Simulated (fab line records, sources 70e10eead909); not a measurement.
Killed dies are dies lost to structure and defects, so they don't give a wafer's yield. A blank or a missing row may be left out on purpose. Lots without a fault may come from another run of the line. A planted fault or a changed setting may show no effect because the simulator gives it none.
Which tool did it? | flow nand_harc | 10 lots, 30 wafers sampled, at 3 steps of a route of 1302

WHAT THE GAUGES READ, wafer by wafer
NHARC_A_CONTACT_CD_MEAS_42: target cd 300 nm.
lot  | measured     | on        | cd_nm (nm)
L076 | day 22 05:48 | cd_sem-01 | 299.2 299.9 299.8
L077 | day 22 09:10 | cd_sem-01 | 299.4 299.6 299.5
L079 | day 23 14:46 | cd_sem-01 | 301.4 300.9 299.8
L080 | day 24 07:27 | cd_sem-01 | 300.1 299.7 299.0
L084 | day 25 16:31 | cd_sem-02 | 298.6 299.0 299.1
L085 | day 26 13:06 | cd_sem-01 | 300.0 299.5 300.2
L090 | day 27 20:13 | cd_sem-02 | 299.2 299.5 300.2
L088 | day 28 05:50 | cd_sem-01 | 300.4 300.3 299.6
L093 | day 28 22:09 | cd_sem-03 | 299.7 300.4 300.7
L096 | day 30 07:01 | cd_sem-01 | 300.6 299.4 300.5

WHICH TOOL RAN EACH LOT (tool, then ch and the chambers of the sampled wafers, then the start)
lot  | NHARC_A_SLIT_ETCH_15                          | NHARC_A_WL_FILL_ALD_02
L076 | rie_diel-01 ch 2,3, day 21 03:42 or earlier   | ald_metal-01 ch 0,3, day 21 03:42
L077 | rie_diel-05 ch 1,3, day 21 07:40 or earlier   | ald_metal-04 ch 0,1, day 21 07:40
L079 | rie_diel-05 ch 0,1,2, day 22 15:07 or earlier | ald_metal-03 ch 0,1, day 22 15:07
L080 | rie_diel-05 ch 0,2,3, day 23 06:53 or earlier | ald_metal-03 ch 0,2, day 23 06:53
L084 | rie_diel-13 ch 0,2,3, day 24 15:13 or earlier | ald_metal-04 ch 0,1,3, day 24 15:13
L085 | rie_diel-01 ch 0,2,3, day 25 11:49 or earlier | ald_metal-03 ch 0,2, day 25 11:49
L090 | rie_diel-01 ch 0,2, day 26 20:39 or earlier   | ald_metal-01 ch 0,1, day 26 20:39
L088 | rie_diel-05 ch 0,3, day 27 06:37 or earlier   | ald_metal-04 ch 1,2, day 27 06:37
L093 | rie_diel-13 ch 0,1, day 27 21:17 or earlier   | ald_metal-03 ch 0,2,3, day 27 21:17
L096 | rie_diel-13 ch 1,2, day 29 04:29 or earlier   | ald_metal-03 ch 0,2,3, day 29 04:29
- NHARC_A_SLIT_ETCH_15: etches the open film in O2/COS, target depth 6200 nm, time 1612 s.
- NHARC_A_WL_FILL_ALD_02: deposits TiN, target thk 2 nm, pulse time 3 s, ald cycles 100.

THE ANSWER, worked out from the rows above alone
Rule: what is usual is taken from the lots themselves. Put in order of their means at a reading, lots are off if they are a third of the lots or fewer, leave a main group of 4 or more, and stand apart from it by a gap of 3 or more times the standard deviation of the main group's means; of several such gaps the widest counts. A main group whose means are all the same, to the digits that the tables above print for the reading, isn't used. A lot without any number at a reading at which 4 lots or more have one is off too. The other lots that the step has rows for count as sound.
No lot is off at any reading shown: from this, nothing can be told.

WHAT THE SIMULATOR HAD PUT IN
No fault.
